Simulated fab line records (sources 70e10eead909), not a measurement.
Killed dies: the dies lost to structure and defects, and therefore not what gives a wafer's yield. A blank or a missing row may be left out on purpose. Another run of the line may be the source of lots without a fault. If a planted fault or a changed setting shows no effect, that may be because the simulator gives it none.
Check of tool commonality | flow nand-harc | 33 wafers sampled across 11 lots

## WHAT PROMPTED THE OPENING
Flagged at NHARC_THIN_TSV_CD_MEAS_12: reading cd-nm, on 2 of 11 lots. No-fault wafers: 1000.5 nm, standard deviation 1.8.
Rule: a lot is flagged when every wafer of it that has a number lies more than 4 standard deviations from that mean, or none has a number. All remaining lots are regarded as sound.

lot  | measured     | on        | cd-nm (nm), wafer by wafer | flag
L236 | day 19 08:53 | cd-sem-03 | 1000.4 1002.7 1001.3       |
L234 | day 19 12:53 | cd-sem-02 | 998.1 1002.2 1001.5        |
L238 | day 19 20:17 | cd-sem-03 | 999.1 1002.5 1003.8        |
L237 | day 19 21:29 | cd-sem-02 | 1001.9 1001.0 1002.5       |
L242 | day 21 06:40 | cd-sem-03 | 999.6 997.1 1000.7         |
L245 | day 21 09:09 | cd-sem-02 | 997.3 1000.4 999.6         |
L244 | day 21 10:31 | cd-sem-03 | 1002.1 1001.7 999.4        |
L247 | day 21 22:56 | cd-sem-03 | 998.2 999.9 1000.1         |
L246 | day 22 04:29 | cd-sem-02 | 993.2 992.8 992.3          | FLAGGED
L250 | day 22 21:50 | cd-sem-01 | 992.8 991.5 989.9          | FLAGGED
L252 | day 23 05:55 | cd-sem-03 | 1004.5 1002.4 1005.7       |
The mean of the flagged lots' numbers is 992.1 nm, -8.4 nm from the usual (-5 standard deviations).

## LOT BY LOT: THE TOOL USED
2 process steps preceding the reading are held in the record, out of 1159 steps in the route. Every cell lists first the tool, next ch and the chambers used by the sampled wafers, and last the start.
lot  | flag    | NHARC_THIN_TSV_CMP_01         | NHARC_THIN_TSV_EXPOSE_09
L236 |         | cmp-03 ch 0,1,3, day 19 07:40 | krf-scanner-01 ch 0, day 19 08:43
L234 |         | cmp-02 ch 1,3, day 19 11:44   | krf-scanner-01 ch 0, day 19 12:44
L238 |         | cmp-02 ch 0,2, day 19 18:59   | krf-scanner-02 ch 0, day 19 20:08
L237 |         | cmp-01 ch 1,2,3, day 19 20:14 | krf-scanner-01 ch 0, day 19 21:20
L242 |         | cmp-01 ch 1,2, day 21 05:21   | krf-scanner-04 ch 0, day 21 06:31
L245 |         | cmp-01 ch 1,2,3, day 21 08:01 | krf-scanner-04 ch 0, day 21 08:59
L244 |         | cmp-01 ch 0,1,3, day 21 09:10 | krf-scanner-02 ch 0, day 21 10:21
L247 |         | cmp-01 ch 1,2,3, day 21 21:40 | krf-scanner-04 ch 0, day 21 22:47
L246 | FLAGGED | cmp-02 ch 1,2, day 22 03:17   | krf-scanner-04 ch 0, day 22 04:20
L250 | FLAGGED | cmp-03 ch 0,3, day 22 20:30   | krf-scanner-04 ch 0, day 22 21:41
L252 |         | cmp-03 ch 2,3, day 23 04:43   | krf-scanner-01 ch 0, day 23 05:46
What is done by these steps:
- NHARC_THIN_TSV_CMP_01: polishes.
- NHARC_THIN_TSV_EXPOSE_09: exposes mask TSV.
- NHARC_THIN_TSV_CD_MEAS_12: target cd 1000 nm.

## FLAGGED AGAINST TOTAL, ONE TOOL AT A TIME (gauges that did the reading follow at the end)
step                      | tool           | lots run | flagged | share of the flagged lots | sound lots run after its first flagged lot
NHARC_THIN_TSV_CMP_01     | cmp-01         | 5        | 0       | none                      | -
NHARC_THIN_TSV_CMP_01     | cmp-02         | 3        | 1       | some                      | 0
NHARC_THIN_TSV_CMP_01     | cmp-03         | 3        | 1       | some                      | 1 (L252)
NHARC_THIN_TSV_EXPOSE_09  | krf-scanner-01 | 4        | 0       | none                      | -
NHARC_THIN_TSV_EXPOSE_09  | krf-scanner-02 | 2        | 0       | none                      | -
NHARC_THIN_TSV_EXPOSE_09  | krf-scanner-04 | 5        | 2       | all                       | 0
NHARC_THIN_TSV_CD_MEAS_12 | cd-sem-01      | 1        | 1       | some                      | 0
NHARC_THIN_TSV_CD_MEAS_12 | cd-sem-02      | 4        | 1       | some                      | 0
NHARC_THIN_TSV_CD_MEAS_12 | cd-sem-03      | 6        | 0       | none                      | -

## WHAT THE TABLE PERMITS
1 row of the table ran every flagged lot: krf-scanner-04 at NHARC_THIN_TSV_EXPOSE_09.
- krf-scanner-04 at NHARC_THIN_TSV_EXPOSE_09 ran 5 lots, 2 of them flagged. A fault beginning between L247 (day 21 22:47), its last sound lot, and L246 (day 22 04:20), its first flagged one, fits the data. Its own readings (exposure-dose-mJ-cm2) fall more than 4 standard deviations out on all wafers of the flagged lots.
Left over: one tool, krf-scanner-04 at NHARC_THIN_TSV_EXPOSE_09.

## WHAT THE SIMULATOR HAD INSERTED
Process parameter drift: krf-scanner-04, from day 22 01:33 on, at NHARC_THIN_TSV_EXPOSE_09. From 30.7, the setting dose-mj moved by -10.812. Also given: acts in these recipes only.
Lots struck among those shown: L246, L250. Same finding as the rule above.
